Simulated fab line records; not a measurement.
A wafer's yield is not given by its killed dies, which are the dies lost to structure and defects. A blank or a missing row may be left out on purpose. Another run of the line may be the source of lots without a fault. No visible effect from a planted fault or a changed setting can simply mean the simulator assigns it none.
Chamber matching | flow n5-finfet | 4 sister chambers for N5_SD_EPI_N_LINER_46 on ald-sin-03
The step material SiNx, target thk 3 nm. 4 wafers are shown with their chamber, then 10 later ones without.

== WAFERS WITH THEIR CHAMBER ==
wafer  | chamber | heater-power-w (W)
L083.5 | 1       | 869
L083.6 | 2       | 963
L086.4 | 0       | 861
L087.5 | 3       | 868

== WAFERS MISSING THEIR CHAMBER ==
wafer  | heater-power-w (W)
L087.6 | 922
L090.2 | 883
L090.4 | 875
L090.6 | 920
L091.2 | 939
L091.4 | 867
L091.6 | 954
L092.3 | 884
L092.4 | 872
L092.5 | 901

== EACH ONE'S CHAMBER ==
wafer  | from the rows above               | in truth
L087.6 | can't be placed: 2 or 1 or 3 or 0 | 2
L090.2 | can't be placed: 1 or 3 or 0      | 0
L090.4 | can't be placed: 1 or 3 or 0      | 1
L090.6 | can't be placed: 2 or 1 or 3 or 0 | 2
L091.2 | can't be placed: 2 or 1 or 3      | 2
L091.4 | can't be placed: 3 or 1 or 0      | 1
L091.6 | 2                                 | 2
L092.3 | can't be placed: 1 or 3 or 0      | 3
L092.4 | can't be placed: 1 or 3 or 0      | 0
L092.5 | can't be placed: 1 or 3 or 0 or 2 | 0
Placed correctly: 1 of 10. These rows do not allow placing 9 (true chamber among the candidates in 9). 0 placed wrongly.
How it was worked out, from the rows above alone: a wafer's distance from a chamber is the root of the sum, over the readings, of the square of ((its reading less the chamber's mean) divided by the reading's scatter). If the next closest chamber is less than 2 further off than the closest, the wafer can't be placed; otherwise it belongs to the closest. For every chamber, the mean is computed from those of its wafers that are shown. The scatter: root of mean squared gap, hidden wafer to nearest shown wafer, with one shown wafer a chamber.
